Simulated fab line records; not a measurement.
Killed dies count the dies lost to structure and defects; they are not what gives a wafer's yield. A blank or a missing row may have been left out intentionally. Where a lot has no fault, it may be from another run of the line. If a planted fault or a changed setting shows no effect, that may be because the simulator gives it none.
Matching of chambers / flow n5-finfet / N5_BEOL_M11_ILD_DEP_00 on pecvd-04: 3 sister chambers
The step deposits SiCOH lowk from DEMS/porogen, target thk 308.51 nm, time 58 s. 6 wafers are shown with their chamber, then 8 later ones without.

== EACH WAFER AND ITS CHAMBER ==
wafer=L084.1; chamber=2; throttle-valve-pct (%)=12.2; showerhead-plenum-p-Torr (Torr)=5.733
wafer=L084.4; chamber=0; throttle-valve-pct (%)=13.1; showerhead-plenum-p-Torr (Torr)=5.773
wafer=L086.1; chamber=1; throttle-valve-pct (%)=14.6; showerhead-plenum-p-Torr (Torr)=5.778
wafer=L086.3; chamber=0; throttle-valve-pct (%)=13.1; showerhead-plenum-p-Torr (Torr)=5.762
wafer=L086.5; chamber=1; throttle-valve-pct (%)=14.3; showerhead-plenum-p-Torr (Torr)=5.770
wafer=L087.1; chamber=2; throttle-valve-pct (%)=12.2; showerhead-plenum-p-Torr (Torr)=5.758

== WAFERS WHOSE CHAMBER IS MISSING ==
wafer=L087.2; throttle-valve-pct (%)=14.6; showerhead-plenum-p-Torr (Torr)=5.779
wafer=L087.3; throttle-valve-pct (%)=12.9; showerhead-plenum-p-Torr (Torr)=5.746
wafer=L091.1; throttle-valve-pct (%)=14.5; showerhead-plenum-p-Torr (Torr)=5.778
wafer=L091.2; throttle-valve-pct (%)=13.3; showerhead-plenum-p-Torr (Torr)=5.776
wafer=L091.6; throttle-valve-pct (%)=13.2; showerhead-plenum-p-Torr (Torr)=5.753
wafer=L097.1; throttle-valve-pct (%)=13.2; showerhead-plenum-p-Torr (Torr)=5.756
wafer=L097.3; throttle-valve-pct (%)=14.3; showerhead-plenum-p-Torr (Torr)=5.774
wafer=L097.6; throttle-valve-pct (%)=14.4; showerhead-plenum-p-Torr (Torr)=5.780

== WHICH CHAMBER EACH WENT THROUGH ==
wafer=L087.2; from the rows above=1; in truth=1
wafer=L087.3; from the rows above=0; in truth=0
wafer=L091.1; from the rows above=1; in truth=1
wafer=L091.2; from the rows above=0; in truth=0
wafer=L091.6; from the rows above=0; in truth=0
wafer=L097.1; from the rows above=0; in truth=0
wafer=L097.3; from the rows above=1; in truth=1
wafer=L097.6; from the rows above=1; in truth=1
Correctly placed: 8 of 8. Number that these rows cannot place: 0. Placed wrongly: 0.
How it was worked out, from the rows above alone: a wafer's distance from a chamber is the root of the sum, over the readings, of the square of ((its reading less the chamber's mean) divided by the reading's scatter). If the next closest chamber is less than 2 further off than the closest, the wafer can't be placed; otherwise it belongs to the closest. A chamber's mean is the mean of its shown wafers. The scatter: take each reading less its chamber's mean, square it, sum over the shown wafers, divide by the number of wafers less the number of chambers, and take the root.
